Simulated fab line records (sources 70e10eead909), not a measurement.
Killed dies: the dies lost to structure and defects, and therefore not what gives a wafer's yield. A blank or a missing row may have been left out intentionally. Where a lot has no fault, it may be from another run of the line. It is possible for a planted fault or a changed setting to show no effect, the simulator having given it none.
Matching of chambers + flow nand harc + 4 sister chambers for NHARC_A_CHANNEL_FILL_D1_STRIP_28 on rie diel-11
The step strips in O2, time 20 s. 20 wafers are shown with their chamber, then 10 later ones without.

## EACH WAFER AND ITS CHAMBER
| wafer  | chamber | oes product au (a.u.) | throttle valve pct (%) | rf vpp V (V) |
|--------|---------|-----------------------|------------------------|--------------|
| L075.1 | 2       | 1.002                 | 17.024                 | 58.5         |
| L075.3 | 3       | 1.005                 | 17.041                 | 59.0         |
| L075.4 | 1       | 1.017                 | 17.044                 | 57.0         |
| L079.1 | 0       | 1.013                 | 17.047                 | 57.7         |
| L079.4 | 3       | 0.996                 | 17.045                 | 58.1         |
| L079.5 | 2       | 1.017                 | 17.040                 | 57.1         |
| L080.2 | 2       | 1.017                 | 17.042                 | 58.0         |
| L080.4 | 0       | 0.998                 | 17.038                 | 57.3         |
| L080.6 | 3       | 1.004                 | 17.044                 | 57.5         |
| L083.1 | 2       | 1.023                 | 17.017                 | 57.6         |
| L083.2 | 3       | 0.996                 | 17.039                 | 58.8         |
| L083.3 | 1       | 1.006                 | 17.036                 | 58.3         |
| L083.4 | 0       | 1.009                 | 17.016                 | 58.8         |
| L083.5 | 3       | 1.000                 | 17.033                 | 57.9         |
| L083.6 | 2       | 1.024                 | 17.039                 | 58.0         |
| L089.3 | 3       | 0.993                 | 17.032                 | 57.1         |
| L089.4 | 1       | 1.010                 | 17.049                 | 57.6         |
| L089.5 | 0       | 0.998                 | 17.035                 | 59.5         |
| L091.1 | 3       | 0.997                 | 17.066                 | 59.6         |
| L091.4 | 1       | 1.011                 | 17.058                 | 58.0         |

SIGNATURES, as means of the wafers listed above
| reading            | chamber 0 | chamber 1 | chamber 2 | chamber 3 | scatter within a chamber |
|--------------------|-----------|-----------|-----------|-----------|--------------------------|
| oes product au     | 1.00450   | 1.01100   | 1.01660   | 0.99871   | 0.00646                  |
| throttle valve pct | 17.03400  | 17.04675  | 17.03240  | 17.04286  | 0.0113                   |
| rf vpp V           | 58.325    | 57.725    | 57.840    | 58.286    | 0.782                    |
Rule: for a wafer and a chamber, the distance is found by dividing, reading by reading, the gap between the wafer's reading and the chamber's mean by the reading's scatter, squaring, summing and taking the root. The wafer belongs to the nearest chamber; if the next one is less than 2 further off, it can't be placed. How the scatter is found: for the shown wafers, subtract from each reading the mean of its chamber, square and add these, divide the total by (wafers less chambers), then take the root.

## WAFERS WITHOUT THEIR CHAMBER
| wafer  | oes product au (a.u.) | throttle valve pct (%) | rf vpp V (V) |
|--------|-----------------------|------------------------|--------------|
| L091.6 | 1.009                 | 17.049                 | 58.6         |
| L091.2 | 1.004                 | 17.043                 | 56.9         |
| L091.3 | 1.001                 | 17.027                 | 59.1         |
| L091.5 | 1.021                 | 17.039                 | 58.9         |
| L095.2 | 0.996                 | 17.032                 | 58.3         |
| L095.4 | 1.005                 | 17.026                 | 58.2         |
| L095.5 | 1.004                 | 17.025                 | 57.7         |
| L097.1 | 0.999                 | 17.031                 | 58.4         |
| L097.3 | 0.998                 | 17.042                 | 56.3         |
| L097.5 | 0.999                 | 17.042                 | 56.9         |

## THE CHAMBER EACH PASSED THROUGH
| wafer  | from the rows above               | in truth |
|--------|-----------------------------------|----------|
| L091.6 | can't be placed: 1 or 0 or 3 or 2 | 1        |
| L091.2 | can't be placed: 1 or 3 or 0 or 2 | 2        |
| L091.3 | can't be placed: 0 or 3 or 1 or 2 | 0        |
| L091.5 | can't be placed: 2 or 1 or 0 or 3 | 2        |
| L095.2 | can't be placed: 3 or 0 or 1      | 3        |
| L095.4 | can't be placed: 0 or 3 or 2 or 1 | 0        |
| L095.5 | can't be placed: 0 or 3 or 2 or 1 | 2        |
| L097.1 | can't be placed: 0 or 3 or 1 or 2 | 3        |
| L097.3 | can't be placed: 3 or 1 or 0 or 2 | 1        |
| L097.5 | can't be placed: 3 or 0 or 1 or 2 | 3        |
Correct placement for 0 of the 10. These rows do not allow placing 10 (true chamber among the candidates in 10). 0 placed wrongly.
